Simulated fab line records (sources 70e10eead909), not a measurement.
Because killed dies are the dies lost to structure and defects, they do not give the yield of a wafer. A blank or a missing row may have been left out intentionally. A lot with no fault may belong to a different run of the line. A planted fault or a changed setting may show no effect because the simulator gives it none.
Which of the tools did it? ; flow nandHarc ; 66 wafers from 22 lots sampled at 3 of the route's 1302 steps

== WHAT THE GAUGES SHOWED, per wafer ==
NHARC_A_CONTACT_CD_MEAS_69: target cd 300 nm.
lot;measured;on;cdNm (nm)
L075;day 21 23:23;cdSem-03;300.6 300.1 299.9
L076;day 22 08:22;cdSem-02;300.6 301.5 299.9
L074;day 22 10:48;cdSem-01;301.2 301.7 300.6
L078;day 23 03:05;cdSem-02;299.5 300.4 301.0
L079;day 24 01:31;cdSem-02;300.9 299.3 299.4
L080;day 24 01:18;cdSem-03;299.9 301.2 300.3
L082;day 25 00:44;cdSem-03;299.4 299.7 299.5
L083;day 25 08:26;cdSem-01;299.6 300.0 299.8
L085;day 26 10:49;cdSem-01;300.8 300.0 299.2
L084;day 26 10:21;cdSem-03;300.0 300.9 301.3
L086;day 27 01:48;cdSem-02;301.0 300.3 299.7
L087;day 27 06:18;cdSem-03;299.7 299.6 300.0
L089;day 27 14:41;cdSem-01;298.8 299.9 298.6
L088;day 27 21:42;cdSem-03;300.2 299.8 299.7
L091;day 29 00:47;cdSem-03;300.4 299.4 300.4
L090;day 29 05:50;cdSem-01;299.8 301.0 300.2
L092;day 29 09:01;cdSem-03;299.9 299.4 300.0
L093;day 29 18:36;cdSem-03;300.5 300.6 299.9
L094;day 30 05:50;cdSem-03;300.8 300.2 300.3
L096;day 31 00:57;cdSem-02;300.3 301.4 299.9
L095;day 31 01:18;cdSem-03;299.1 299.9 300.1
L097;day 31 15:07;cdSem-02;299.7 300.5 301.7

NHARC_A_CONTACT_INSPECT_71.
lot;measured;on;rawDefectCount
L075;day 21 23:30;defectInspect-02;18 16 20
L076;day 22 08:29;defectInspect-02;167 158 127
L074;day 22 10:56;defectInspect-01;123 128 120
L078;day 23 03:12;defectInspect-02;16 21 18
L079;day 24 01:38;defectInspect-01;121 119 115
L080;day 24 01:25;defectInspect-01;61 64 60
L082;day 25 00:52;defectInspect-01;83 78 71
L083;day 25 08:34;defectInspect-01;71 89 75
L085;day 26 10:57;defectInspect-01;50 39 35
L084;day 26 10:29;defectInspect-02;124 119 117
L086;day 27 01:56;defectInspect-01;68 62 67
L087;day 27 06:25;defectInspect-02;103 98 97
L089;day 27 14:48;defectInspect-02;64 79 59
L088;day 27 21:50;defectInspect-02;184 133 140
L091;day 29 00:55;defectInspect-02;74 76 73
L090;day 29 05:58;defectInspect-01;59 59 68
L092;day 29 09:08;defectInspect-02;121 109 136
L093;day 29 18:43;defectInspect-02;115 112 149
L094;day 30 05:58;defectInspect-01;76 78 63
L096;day 31 01:04;defectInspect-01;81 80 87
L095;day 31 01:25;defectInspect-02;80 82 97
L097;day 31 15:14;defectInspect-01;69 74 65

== WHAT TOOL EACH LOT RAN ON (gives the tool, then ch and the chambers of the sampled wafers, and finally the start) ==
lot;NHARC_A_CONTACT_ETCH_122
L075;harCapEtch-01 ch 0,1, day 21 15:22
L076;harCapEtch-03 ch 0,1, day 22 01:53
L074;harCapEtch-03 ch 0,1, day 22 04:38
L078;harCapEtch-03 ch 0,1, day 22 20:52
L079;harCapEtch-01 ch 0,1, day 23 19:05
L080;harCapEtch-02 ch 0,1, day 23 19:07
L082;harCapEtch-02 ch 0,1, day 24 18:31
L083;harCapEtch-01 ch 1, day 25 01:55
L085;harCapEtch-03 ch 0,1, day 26 04:13
L084;harCapEtch-01 ch 0,1, day 26 04:13
L086;harCapEtch-03 ch 0,1, day 26 15:47
L087;harCapEtch-02 ch 0,1, day 26 21:08
L089;harCapEtch-01 ch 0,1, day 27 07:34
L088;harCapEtch-01 ch 0,1, day 27 15:23
L091;harCapEtch-01 ch 0,1, day 28 16:55
L090;harCapEtch-02 ch 0,1, day 28 22:08
L092;harCapEtch-03 ch 0,1, day 28 23:01
L093;harCapEtch-03 ch 0,1, day 29 11:33
L094;harCapEtch-03 ch 0,1, day 29 23:29
L096;harCapEtch-03 ch 0,1, day 30 15:07
L095;harCapEtch-01 ch 0,1, day 30 17:58
L097;harCapEtch-02 ch 0,1, day 31 08:41
- NHARC_A_CONTACT_ETCH_122: etches the open film in C4F8/O2/Ar, time 190 s, target depth 1850 nm.

== AS READ BY THE TOOLS THEMSELVES (means over the sampled wafers that have a number; for cases with no such wafer, the mark the record gives instead) ==
NHARC_A_CONTACT_ETCH_122.
lot;tool;chamberPressureMTorr (mTorr)
L075;harCapEtch-01;19.993
L076;harCapEtch-03;19.998
L074;harCapEtch-03;20.006
L078;harCapEtch-03;19.976
L079;harCapEtch-01;19.997
L080;harCapEtch-02;19.999
L082;harCapEtch-02;20.002
L083;harCapEtch-01;20.004
L085;harCapEtch-03;20.011
L084;harCapEtch-01;19.994
L086;harCapEtch-03;20.002
L087;harCapEtch-02;20.011
L089;harCapEtch-01;20.007
L088;harCapEtch-01;20.006
L091;harCapEtch-01;19.990
L090;harCapEtch-02;19.997
L092;harCapEtch-03;19.989
L093;harCapEtch-03;19.995
L094;harCapEtch-03;19.992
L096;harCapEtch-03;20.007
L095;harCapEtch-01;20.007
L097;harCapEtch-02;19.990

== THE ANSWER, worked out from the rows above alone ==
Rule: what is usual is taken from the lots themselves. Put in order of their means at a reading, lots are off if they are a third of the lots or fewer, leave a main group of 4 or more, and stand apart from it by a gap of 3 or more times the standard deviation of the main group's means; of several such gaps the widest counts. The tables above print the reading to a certain number of digits; a main group whose means all agree to those digits is not used. Also off: a lot with no number at a reading for which 4 or more lots have one. The other lots that the step has rows for count as sound. After the gauges, taken in route order, come the tools' own readings; for these a lot's mean is taken, as printed above. The first step at which some lot is off is used, and at that step the reading that is off furthest; a lot without a number counts as furthest.
Across all readings shown, no lot is off: no conclusion can be drawn from this.

== WHAT THE SIMULATOR HAD INSERTED ==
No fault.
